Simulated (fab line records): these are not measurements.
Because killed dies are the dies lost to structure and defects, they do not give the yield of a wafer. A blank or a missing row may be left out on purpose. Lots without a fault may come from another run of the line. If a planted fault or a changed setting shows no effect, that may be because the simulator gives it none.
What tool caused it?	flow n5Finfet	Sampling: 21 lots, 63 wafers, 6 of 1938 route steps

== WHAT EACH GAUGE READ, for each wafer ==
No reading from a measuring or inspecting step in the record can be judged against a usual standard deviation.

== WHICH TOOL RAN EACH LOT (tool, then ch and the chambers of the sampled wafers, then the start) ==
lot	N5_SDB_STRIP_21	N5_SDB_HM_OPEN_20	N5_SDB_CMP_30	N5_HKMG_FIN_DESCUM_17	N5_HKMG_FIN_STRIP_90	N5_GATE_CUT_ETCH_58
L074	rieDiel-02 ch 1,2,3, day 3 18:05	rieDiel-02 ch 1,2,3, day 3 18:06	cmp-01 ch 0,1,3, day 3 21:25	rieDiel-01 ch 2,3, day 4 02:37	rieDiel-02 ch 0,1,3, day 4 05:04	rieDiel-04 ch 1,2,3, day 4 07:20
L075	rieDiel-02 ch 1,3, day 4 02:51	rieDiel-02 ch 1,3, day 4 02:52	cmp-01 ch 0,1,3, day 4 06:32	rieDiel-01 ch 2,3, day 4 12:29	rieDiel-06 ch 2,3, day 4 15:10	rieDiel-05 ch 0,1,3, day 4 17:25
L076	rieDiel-02 ch 0,2, day 4 12:10	rieDiel-02 ch 0,2, day 4 12:11	cmp-04 ch 1,2, day 4 15:39	rieDiel-02 ch 0,2,3, day 4 21:07	rieDiel-06 ch 1,2, day 4 23:52	rieDiel-03 ch 0,1,2, day 5 02:07
L077	rieDiel-06 ch 0,1,2, day 4 12:34	rieDiel-06 ch 0,1,2, day 4 12:35	cmp-04 ch 0,1,2, day 4 16:27	rieDiel-06 ch 1,2,3, day 4 23:02	rieDiel-02 ch 0,1,2, day 5 01:49	rieDiel-04 ch 1,2,3, day 5 04:31
L078	rieDiel-06 ch 1,2,3, day 4 20:08	rieDiel-06 ch 1,2,3, day 4 20:09	cmp-03 ch 2,3, day 4 23:39	rieDiel-06 ch 1,3, day 5 05:41	rieDiel-01 ch 0,1,2, day 5 08:08	rieDiel-03 ch 0,1,2, day 5 10:25
L080	rieDiel-02 ch 0,1,2, day 5 04:53	rieDiel-02 ch 0,1,2, day 5 04:55	cmp-01 ch 2,3, day 5 08:37	rieDiel-06 ch 1,2,3, day 5 14:50	rieDiel-06 ch 0,1,3, day 5 17:32	rieDiel-04 ch 1,2, day 5 19:54
L081	rieDiel-02 ch 0,2, day 5 14:05	rieDiel-02 ch 0,2, day 5 14:07	cmp-03 ch 1,2,3, day 5 18:29	rieDiel-02 ch 0,1,2, day 5 23:55	rieDiel-01 ch 0,1,3, day 6 02:22	rieDiel-04 ch 0,1,3, day 6 05:08
L082	rieDiel-02 ch 0,2, day 5 17:46	rieDiel-02 ch 0,2, day 5 17:47	cmp-04 ch 2,3, day 5 21:07	rieDiel-01 ch 2,3, day 6 02:41	rieDiel-06 ch 0,3, day 6 05:14	rieDiel-03 ch 2,3, day 6 07:33
L084	rieDiel-02 ch 1,2,3, day 6 08:10	rieDiel-02 ch 1,2,3, day 6 08:11	cmp-04 ch 0,1,3, day 6 11:34	rieDiel-02 ch 0,2, day 6 17:04	rieDiel-06 ch 1,2,3, day 6 19:32	rieDiel-03 ch 1,2,3, day 6 21:58
L085	rieDiel-06 ch 0,3, day 6 14:43	rieDiel-06 ch 0,3, day 6 14:44	cmp-04 ch 0,1,3, day 6 18:17	rieDiel-01 ch 0,1,3, day 6 23:32	rieDiel-02 ch 0,2,3, day 7 02:02	rieDiel-05 ch 0,1, day 7 04:37
L086	rieDiel-06 ch 0,1,2, day 6 23:31	rieDiel-06 ch 0,1,2, day 6 23:32	cmp-01 ch 1,3, day 7 02:50	rieDiel-06 ch 0,2,3, day 7 08:22	rieDiel-02 ch 1,3, day 7 11:09	rieDiel-05 ch 1,3, day 7 13:31
L087	rieDiel-01 ch 0,1,2, day 7 00:41	rieDiel-01 ch 0,1,2, day 7 00:43	cmp-04 ch 1,2, day 7 04:04	rieDiel-02 ch 1,2, day 7 10:01	rieDiel-06 ch 0,1, day 7 12:28	rieDiel-03 ch 0,3, day 7 14:43
L088	rieDiel-01 ch 0,1,2, day 7 10:54	rieDiel-01 ch 0,1,2, day 7 10:55	cmp-03 ch 1,2,3, day 7 14:17	rieDiel-06 ch 2,3, day 7 19:20	rieDiel-06 ch 1,2,3, day 7 21:47	rieDiel-05 ch 0,3, day 8 00:03
L089	rieDiel-06 ch 0,2, day 7 11:52	rieDiel-06 ch 0,2, day 7 11:53	cmp-04 ch 0,1,2, day 7 15:18	rieDiel-06 ch 1,2, day 7 21:08	rieDiel-02 ch 0,1,2, day 7 23:35	rieDiel-04 ch 1,2, day 8 01:52
L090	rieDiel-01 ch 1,2,3, day 7 17:58	rieDiel-01 ch 1,2,3, day 7 17:59	cmp-01 ch 0,1,3, day 7 21:35	rieDiel-06 ch 1,2,3, day 8 02:43	rieDiel-02 ch 1,3, day 8 05:11	rieDiel-03 ch 0,1,2, day 8 07:26
L091	rieDiel-01 ch 0,1, day 8 00:35	rieDiel-01 ch 0,1, day 8 00:36	cmp-03 ch 0,3, day 8 03:54	rieDiel-06 ch 0,2,3, day 8 09:10	rieDiel-06 ch 0,3, day 8 11:43	rieDiel-03 ch 0,1,2, day 8 13:58
L092	rieDiel-02 ch 0,1,3, day 8 04:01	rieDiel-02 ch 0,1,3, day 8 04:02	cmp-04 ch 0,2, day 8 07:20	rieDiel-02 ch 0,1, day 8 13:00	rieDiel-06 ch 0,1, day 8 15:30	rieDiel-03 ch 1,2,3, day 8 17:46
L093	rieDiel-02 ch 0,1,3, day 8 12:55	rieDiel-02 ch 0,1,3, day 8 12:56	cmp-04 ch 0,3, day 8 17:46	rieDiel-06 ch 1,2, day 8 23:30	rieDiel-06 ch 1,2,3, day 9 02:01	rieDiel-03 ch 0,3, day 9 04:19
L095	rieDiel-01 ch 1,2,3, day 9 05:27	rieDiel-01 ch 1,2,3, day 9 05:28	cmp-03 ch 1,2, day 9 08:46	rieDiel-06 ch 0,1, day 9 14:30	rieDiel-02 ch 2,3, day 9 16:57	rieDiel-03 ch 1,2,3, day 9 19:13
L096	rieDiel-06 ch 2,3, day 9 07:31	rieDiel-06 ch 2,3, day 9 07:32	cmp-03 ch 0,1,2, day 9 11:39	rieDiel-06 ch 1,2,3, day 9 17:18	rieDiel-02 ch 0,2,3, day 9 19:45	rieDiel-03 ch 1,2, day 9 22:01
L097	rieDiel-06 ch 0,1, day 9 16:47	rieDiel-06 ch 0,1, day 9 16:49	cmp-04 ch 0,1,2, day 9 20:21	rieDiel-06 ch 0,3, day 10 01:50	rieDiel-01 ch 0,3, day 10 04:36	rieDiel-03 ch 0,2,3, day 10 06:52
- N5_SDB_STRIP_21: strips in CF4.
- N5_SDB_HM_OPEN_20: chemistry CH3F/O2, target SiNx, stops on poly-Si, target depth 24 nm.
- N5_SDB_CMP_30: polishes, stops on poly-Si, t overpolish 1.54 s, target thk 30 nm.
- N5_HKMG_FIN_DESCUM_17: chemistry O2, time 7.9 s.
- N5_HKMG_FIN_STRIP_90: strips SOC in N2/H2, time 20 s.
- N5_GATE_CUT_ETCH_58: etches SiNx in CH3F/O2, target depth 17 nm, time 128.6 s.

== WHAT THE TOOLS THEMSELVES READ (means of the sampled wafers that have a number; where no wafer has one, the mark that the record gives instead) ==
N5_SDB_STRIP_21. Usual: drypumpMotorCurrentA 5.8 A, standard deviation 0.36; oesProductAu 0.82 a.u., standard deviation 0.099; rfVppV 271.8 V, standard deviation 1.3; showerheadPlenumPTorr 1.82 Torr, standard deviation 0.048; throttleValvePct 13.6 %, standard deviation 0.32.
lot	tool	drypumpMotorCurrentA (A)	oesProductAu (a.u.)	rfVppV (V)	showerheadPlenumPTorr (Torr)	throttleValvePct (%)	flag
L074	rieDiel-02	5.7	0.81	272.6	1.84	13.5	
L075	rieDiel-02	5.5	0.72	272.3	1.85	13.7	
L076	rieDiel-02	6.1	0.93	271.7	1.82	13.1	
L077	rieDiel-06	6.1	0.77	271.8	1.79	13.8	
L078	rieDiel-06	5.9	0.78	272.5	1.80	13.8	
L080	rieDiel-02	5.9	0.85	272.4	1.83	13.4	
L081	rieDiel-02	6.1	0.89	272.0	1.81	13.2	
L082	rieDiel-02	6.1	0.88	271.0	1.81	13.2	
L084	rieDiel-02	5.7	0.85	271.6	1.84	13.4	
L085	rieDiel-06	5.9	0.85	270.7	1.78	13.6	
L086	rieDiel-06	6.1	0.91	270.9	1.79	13.4	
L087	rieDiel-01	6.0	0.76	272.0	1.83	13.6	
L088	rieDiel-01	6.0	0.75	271.8	1.83	13.6	
L089	rieDiel-06	5.9	0.89	270.9	1.76	13.4	
L090	rieDiel-01	5.8	0.76	272.1	1.83	13.7	
L091	rieDiel-01	6.0	0.79	272.3	1.85	13.5	
L092	rieDiel-02	5.7	0.82	271.8	1.83	13.5	
L093	rieDiel-02	5.7	0.81	272.8	1.83	13.5	
L095	rieDiel-01	5.7	0.84	272.7	1.83	13.5	
L096	rieDiel-06	5.6	0.80	271.0	1.76	13.6	
L097	rieDiel-06	6.4	0.87	271.7	1.81	13.6	

N5_SDB_HM_OPEN_20. Usual: drypumpMotorCurrentA 5.8 A, standard deviation 0.37; oesProductAu 0.68 a.u., standard deviation 0.082; rfVppV 302 V, standard deviation 4.5; showerheadPlenumPTorr 2.03 Torr, standard deviation 0.054; throttleValvePct 16.33 %, standard deviation 0.29.
lot	tool	drypumpMotorCurrentA (A)	oesProductAu (a.u.)	rfVppV (V)	showerheadPlenumPTorr (Torr)	throttleValvePct (%)	flag
L074	rieDiel-02	5.7	0.66	302	2.06	16.27	
L075	rieDiel-02	5.5	0.59	296	2.07	16.42	
L076	rieDiel-02	6.1	0.77	308	2.03	15.88	
L077	rieDiel-06	6.1	0.63	302	2.00	16.56	
L078	rieDiel-06	5.9	0.64	303	2.00	16.50	
L080	rieDiel-02	5.9	0.71	303	2.05	16.21	
L081	rieDiel-02	6.1	0.74	304	2.04	15.98	
L082	rieDiel-02	6.1	0.73	304	2.04	16.00	
L084	rieDiel-02	5.7	0.71	302	2.06	16.15	
L085	rieDiel-06	5.9	0.71	303	1.97	16.44	
L086	rieDiel-06	6.1	0.76	303	1.99	16.28	
L087	rieDiel-01	6.0	0.63	303	2.05	16.37	
L088	rieDiel-01	6.0	0.63	302	2.05	16.40	
L089	rieDiel-06	5.9	0.75	301	1.96	16.23	
L090	rieDiel-01	5.8	0.62	302	2.05	16.49	
L091	rieDiel-01	6.0	0.66	299	2.06	16.26	
L092	rieDiel-02	5.7	0.68	297	2.05	16.26	
L093	rieDiel-02	5.7	0.67	297	2.05	16.28	
L095	rieDiel-01	5.7	0.70	302	2.05	16.34	
L096	rieDiel-06	5.6	0.66	301	1.96	16.34	
L097	rieDiel-06	6.4	0.72	302	2.01	16.41	

N5_SDB_CMP_30. Usual: motorCurrentA 12.8 A, standard deviation 1.1; overpolishRunS 1.540 s, standard deviation 0.0097; timeToEndpointS 16.7 s, standard deviation 2.3.
lot	tool	motorCurrentA (A)	overpolishRunS (s)	timeToEndpointS (s)	flag
L074	cmp-01	11.9	1.541	17.8	
L075	cmp-01	12.3	1.541	18.2	
L076	cmp-04	12.9	1.536	17.7	
L077	cmp-04	12.5	1.532	17.9	
L078	cmp-03	12.9	1.535	13.9	
L080	cmp-01	11.5	1.543	17.7	
L081	cmp-03	13.3	1.543	17.9	
L082	cmp-04	12.5	1.554	16.9	
L084	cmp-04	13.1	1.544	16.5	
L085	cmp-04	13.1	1.539	14.4	
L086	cmp-01	12.4	1.546	15.8	
L087	cmp-04	13.1	1.541	18.8	
L088	cmp-03	13.1	1.536	15.6	
L089	cmp-04	13.0	1.546	18.2	
L090	cmp-01	12.0	1.543	17.6	
L091	cmp-03	12.7	1.542	13.3	
L092	cmp-04	12.1	1.542	17.2	
L093	cmp-04	12.3	1.534	15.5	
L095	cmp-03	14.2	1.539	16.8	
L096	cmp-03	13.3	1.546	16.2	
L097	cmp-04	12.6	1.540	13.3	

N5_HKMG_FIN_DESCUM_17. Usual: drypumpMotorCurrentA 5.9 A, standard deviation 0.39; oesProductAu 0.83 a.u., standard deviation 0.1; rfVppV 243.3 V, standard deviation 1.2; showerheadPlenumPTorr 2.11 Torr, standard deviation 0.062; throttleValvePct 20.52 %, standard deviation 0.27.
lot	tool	drypumpMotorCurrentA (A)	oesProductAu (a.u.)	rfVppV (V)	showerheadPlenumPTorr (Torr)	throttleValvePct (%)	flag
L074	rieDiel-01	5.7	0.71	242.8	2.12	20.73	
L075	rieDiel-01	5.7	0.71	244.0	2.12	20.74	
L076	rieDiel-02	5.9	0.86	244.5	2.15	20.21	
L077	rieDiel-06	5.9	0.79	242.5	2.10	20.63	
L078	rieDiel-06	5.8	0.70	243.2	2.11	20.79	
L080	rieDiel-06	5.9	0.77	243.1	2.10	20.64	
L081	rieDiel-02	5.9	0.85	244.5	2.15	20.34	
L082	rieDiel-01	5.7	0.80	244.9	2.20	20.61	
L084	rieDiel-02	6.1	0.90	243.6	2.14	20.11	
L085	rieDiel-01	5.8	0.84	244.0	2.19	20.56	
L086	rieDiel-06	5.8	0.84	243.1	2.05	20.52	
L087	rieDiel-02	5.9	0.83	243.5	2.14	20.32	
L088	rieDiel-06	5.6	0.82	242.7	2.05	20.41	
L089	rieDiel-06	6.0	0.91	243.1	2.08	20.39	
L090	rieDiel-06	5.9	0.84	243.1	2.09	20.55	
L091	rieDiel-06	5.8	0.83	242.1	2.05	20.52	
L092	rieDiel-02	5.8	0.80	244.2	2.13	20.42	
L093	rieDiel-06	6.0	0.88	243.2	2.07	20.41	
L095	rieDiel-06	6.3	0.88	243.2	2.08	20.64	
L096	rieDiel-06	5.9	0.81	242.9	2.08	20.57	
L097	rieDiel-06	5.9	0.81	241.5	2.05	20.66	

N5_HKMG_FIN_STRIP_90. Usual: drypumpMotorCurrentA 5.9 A, standard deviation 0.37; h2FlowSccm 300.1 sccm, standard deviation 0.88; oesProductAu 0.83 a.u., standard deviation 0.1; rfVppV 54.3 V, standard deviation 0.83; showerheadPlenumPTorr 3.39 Torr, standard deviation 0.076; throttleValvePct 19.1 %, standard deviation 0.39.
lot	tool	drypumpMotorCurrentA (A)	h2FlowSccm (sccm)	oesProductAu (a.u.)	rfVppV (V)	showerheadPlenumPTorr (Torr)	throttleValvePct (%)	flag
L074	rieDiel-02	5.7	300.0	0.79	53.7	3.44	19.0	
L075	rieDiel-06	5.5	299.8	0.80	54.2	3.33	19.3	
L076	rieDiel-06	6.3	299.8	0.77	53.9	3.40	19.3	
L077	rieDiel-02	5.9	299.8	0.86	55.1	3.43	18.6	
L078	rieDiel-01	6.0	300.3	0.78	54.7	3.45	19.1	
L080	rieDiel-06	6.1	300.2	0.79	53.2	3.35	19.5	
L081	rieDiel-01	5.8	300.5	0.84	54.8	3.48	19.2	
L082	rieDiel-06	5.9	300.4	0.87	54.3	3.31	19.6	
L084	rieDiel-06	5.9	300.0	0.85	54.6	3.35	19.2	
L085	rieDiel-02	5.9	299.8	0.89	54.5	3.42	18.7	
L086	rieDiel-02	5.5	299.8	0.79	54.3	3.44	18.9	
L087	rieDiel-06	6.3	300.3	0.93	53.6	3.34	19.4	
L088	rieDiel-06	5.9	300.5	0.83	54.2	3.35	19.2	
L089	rieDiel-02	5.9	300.6	0.81	54.1	3.42	18.6	
L090	rieDiel-02	5.5	301.2	0.83	55.3	3.44	18.9	
L091	rieDiel-06	5.6	300.8	0.75	54.7	3.31	19.5	
L092	rieDiel-06	6.3	299.7	0.90	53.7	3.33	19.5	
L093	rieDiel-06	5.9	300.1	0.81	54.1	3.34	19.3	
L095	rieDiel-02	6.0	300.2	0.86	54.8	3.41	18.5	
L096	rieDiel-02	5.9	300.0	0.85	55.0	3.41	18.7	
L097	rieDiel-01	5.6	300.4	0.86	54.8	3.54	19.1	

N5_GATE_CUT_ETCH_58. Usual: drypumpMotorCurrentA 5.6 A, standard deviation 0.43; oesProductAu 0.80 a.u., standard deviation 0.1; rfVppV 99.1 V, standard deviation 1.1; showerheadPlenumPTorr 2.00 Torr, standard deviation 0.072; throttleValvePct 16.30 %, standard deviation 0.24.
lot	tool	drypumpMotorCurrentA (A)	oesProductAu (a.u.)	rfVppV (V)	showerheadPlenumPTorr (Torr)	throttleValvePct (%)	flag
L074	rieDiel-04	5.1	0.80	99.8	2.02	16.15	
L075	rieDiel-05	5.7	0.88	99.3	1.97	16.04	
L076	rieDiel-03	5.6	0.72	98.2	2.02	16.51	
L077	rieDiel-04	5.1	0.80	98.8	2.01	16.16	
L078	rieDiel-03	5.6	0.72	99.4	2.02	16.52	
L080	rieDiel-04	5.0	0.72	98.7	1.95	16.37	
L081	rieDiel-04	5.6	0.83	98.6	2.02	16.20	
L082	rieDiel-03	5.9	0.89	98.9	2.01	16.22	
L084	rieDiel-03	5.6	0.78	99.2	2.01	16.37	
L085	rieDiel-05	5.7	0.81	98.8	1.92	15.95	
L086	rieDiel-05	5.5	0.78	98.1	1.94	16.13	
L087	rieDiel-03	5.8	0.79	99.8	2.07	16.52	
L088	rieDiel-05	5.6	0.85	99.4	2.00	16.20	
L089	rieDiel-04	5.0	0.70	99.1	1.95	16.40	
L090	rieDiel-03	5.6	0.80	99.1	2.01	16.41	
L091	rieDiel-03	5.5	0.79	100.1	2.01	16.41	
L092	rieDiel-03	5.6	0.86	99.6	2.00	16.23	
L093	rieDiel-03	5.9	0.77	98.6	2.06	16.54	
L095	rieDiel-03	5.6	0.85	99.8	2.00	16.25	
L096	rieDiel-03	5.6	0.78	99.0	1.95	16.31	
L097	rieDiel-03	5.9	0.76	98.6	2.01	16.46	

== THE ANSWER, worked out from the rows above alone ==
Rule: take the mean of a lot's wafers that have a number; if it is more than 3 standard deviations from the usual mean, the lot is off. A lot without any number at a reading at which 4 lots or more have one is off too. The other lots that the step has rows for count as sound. The gauges are gone through in route order, then the tools' own readings, and for those a lot's mean is taken as printed above. At the first step where some lot is off, the reading lying furthest off is the one used; lots without a number count as furthest.
Across all readings shown, no lot is off: no conclusion can be drawn from this.

== WHAT THE SIMULATOR PUT IN ==
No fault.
